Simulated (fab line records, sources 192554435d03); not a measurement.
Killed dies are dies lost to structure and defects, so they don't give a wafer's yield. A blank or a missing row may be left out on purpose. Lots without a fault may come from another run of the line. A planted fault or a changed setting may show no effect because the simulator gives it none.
Chamber matching | flow n5_finfet | N5_HKMG_FIN_ALD_79 on ald_metal-02: 4 sister chambers
The step deposits TiN, target thk 1.5 nm, pulse time 1 s, purge time 3 s. 18 wafers are shown with their chamber, then 9 later ones without.

WAFERS WITH THEIR CHAMBER
wafer  | chamber | heater_power_w (W) | precursor_pulse_height_rel
L074.3 | 2       | 932                | 1.000
L074.5 | 1       | 775                | 0.995
L074.6 | 0       | 827                | 1.003
L075.2 | 1       | 776                | 0.954
L075.5 | 2       | 956                | 1.013
L075.6 | 1       | 771                | 0.992
L080.1 | 0       | 854                | 0.978
L080.2 | 3       | 900                | 1.001
L080.3 | 2       | 933                | 1.017
L082.2 | 1       | 783                | 0.982
L082.3 | 2       | 968                | 0.989
L082.6 | 1       | 775                | 1.047
L086.2 | 1       | 800                | 1.014
L086.4 | 1       | 771                | 0.953
L086.6 | 2       | 966                | 0.976
L087.1 | 3       | 899                | 0.995
L087.2 | 2       | 942                | 0.951
L087.3 | 1       | 773                | 0.979

SIGNATURES (means of the wafers above)
reading                    | chamber 0 | chamber 1 | chamber 2 | chamber 3 | scatter within a chamber
heater_power_w             | 840.50    | 778.00    | 949.50    | 899.50    | 12.8
precursor_pulse_height_rel | 0.99050   | 0.98950   | 0.99100   | 0.99800   | 0.0269
Rule: a wafer's distance from a chamber is the root of the sum, over the readings, of the square of ((its reading less the chamber's mean) divided by the reading's scatter). The wafer belongs to the nearest chamber; if the next one is less than 2 further off, it can't be placed. The scatter: the root of (the sum of the squares of (reading less its chamber's mean) over the shown wafers, divided by (wafers less chambers)).

WAFERS WITHOUT THEIR CHAMBER
wafer  | heater_power_w (W) | precursor_pulse_height_rel
L091.3 | 839                | 1.006
L091.4 | 931                | 0.973
L091.6 | 946                | 1.000
L092.2 | 968                | 0.974
L092.4 | 837                | 1.006
L092.6 | 764                | 1.005
L093.1 | 787                | 1.018
L093.4 | 968                | 0.983
L093.6 | 949                | 0.984

WHICH CHAMBER EACH WENT THROUGH
wafer  | from the rows above     | in truth
L091.3 | 0                       | 0
L091.4 | can't be placed: 2 or 3 | 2
L091.6 | 2                       | 2
L092.2 | 2                       | 2
L092.4 | 0                       | 0
L092.6 | 1                       | 1
L093.1 | 1                       | 1
L093.4 | 2                       | 2
L093.6 | 2                       | 2
Placed correctly: 8 of 9. Can't be placed from these rows: 1 (the true chamber is among the candidates in 1). Placed wrongly: 0.
